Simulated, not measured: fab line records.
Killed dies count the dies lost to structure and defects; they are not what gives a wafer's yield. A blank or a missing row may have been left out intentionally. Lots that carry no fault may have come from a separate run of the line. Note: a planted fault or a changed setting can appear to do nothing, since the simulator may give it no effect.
Lot-split experiment    flow n5-finfet    7 lots, 21 wafers read, on a route of 1938 steps

ABOUT THE SPLIT
At N5_BEOL_M13_SPUTTER_43 (material TaN, target thk 15 nm, time 24.19 s), the setting time-s was moved away from the recipe's 24.19 s on 6 of the 21 wafers read, by -12.8% to +11.9%. This setting was run at the recipe's value on the other wafers.

The split's own step is where the reading is taken.

THE READING
TaN_of_BEOL_M13_SPUTTER_43.thk-nm (the simulator's own value, which no gauge read), in nm, at N5_BEOL_M13_SPUTTER_43 (material TaN, target thk 15 nm, time 24.19 s). There is no usual value for it anywhere in the file. Here, 15 wafers ran the recipe; their average is 15.0 nm with a standard deviation of 0.27 nm.

wafer   tool, chamber at the split  time-s as run, s  against the recipe  TaN_of_BEOL_M13_SPUTTER_43.thk-nm, nm  against lot-mates on the recipe
L077.1  pvd-sputter-02, -           21.83             -9.8%               13.8                                   -1.1
L077.3  pvd-sputter-02, -           24.19             recipe              15                                     -
L077.4  pvd-sputter-02, -           24.19             recipe              14.8                                   -
L078.1  pvd-sputter-02, -           22.56             -6.7%               13.6                                   -1.8
L078.2  pvd-sputter-02, -           22.56             -6.7%               14.2                                   -1.2
L078.4  pvd-sputter-02, -           24.19             recipe              15.4                                   -
L079.1  pvd-sputter-01, -           26.97             +11.5%              16.4                                   +1.3
L079.2  pvd-sputter-01, -           24.19             recipe              15.2                                   -
L079.6  pvd-sputter-01, -           24.19             recipe              15                                     -
L082.2  pvd-sputter-01, -           24.19             recipe              14.8                                   -
L082.4  pvd-sputter-01, -           24.19             recipe              15                                     -
L082.5  pvd-sputter-01, -           24.19             recipe              14.6                                   -
L083.1  pvd-sputter-03, -           24.19             recipe              14.8                                   -
L083.2  pvd-sputter-03, -           24.19             recipe              14.6                                   -
L083.6  pvd-sputter-03, -           27.08             +11.9%              16.4                                   +1.7
L087.1  pvd-sputter-02, -           21.1              -12.8%              13.4                                   -1.8
L087.2  pvd-sputter-02, -           24.19             recipe              15.6                                   -
L087.4  pvd-sputter-02, -           24.19             recipe              14.8                                   -
L089.1  pvd-sputter-03, -           24.19             recipe              15                                     -
L089.4  pvd-sputter-03, -           24.19             recipe              15                                     -
L089.2  pvd-sputter-03, -           24.19             recipe              15.2                                   -

THE FIT
A straight line over all 21 wafers: TaN_of_BEOL_M13_SPUTTER_43.thk-nm changes by +0.127 nm for each +1% of time-s; r = +0.94; the points scatter about the line by 0.27 nm.
The same after taking each lot's own level away (the mean of its wafers on the recipe; 21 wafers): +0.142 nm for each +1%; r = +0.95; scatter 0.27 nm.
On that fit, the largest move of time-s shifts the reading by 1.8 nm.
Across the lots, their own levels run from 14.70 to 15.40 nm, a range of 2.6 times the standard deviation given above.
Thus the slope moves with the lot-to-lot level: the two fits are different.
Check: for one of the wafers moved furthest among these (-12.8%), held out of the fit, the line's prediction against its lot-mates is -1.89 nm. Against them it came out at -1.8 nm.

THE OTHER SPLITS THESE WAFERS WENT THROUGH
Other splits were also applied to these wafers ahead of the reading. Each is held against what the fit with the lots' levels taken away leaves over:
other split on the same wafers  wafers away from the commonest value  r with TaN_of_BEOL_M13_SPUTTER_43.thk-nm (lot level and that fit taken away)
N5_BEOL_M8_EXPOSE_25 dose-mj    7                                     -0.04
N5_BEOL_M9_ETCH_62 source-w     7                                     -0.36
N5_BEOL_M9_COAT_22 spin-rpm     8                                     +0.12

THE FILE'S OWN FIT
TaN_of_BEOL_M13_SPUTTER_43.thk-nm changes by +0.137 nm for each +1% of time-s, r = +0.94.
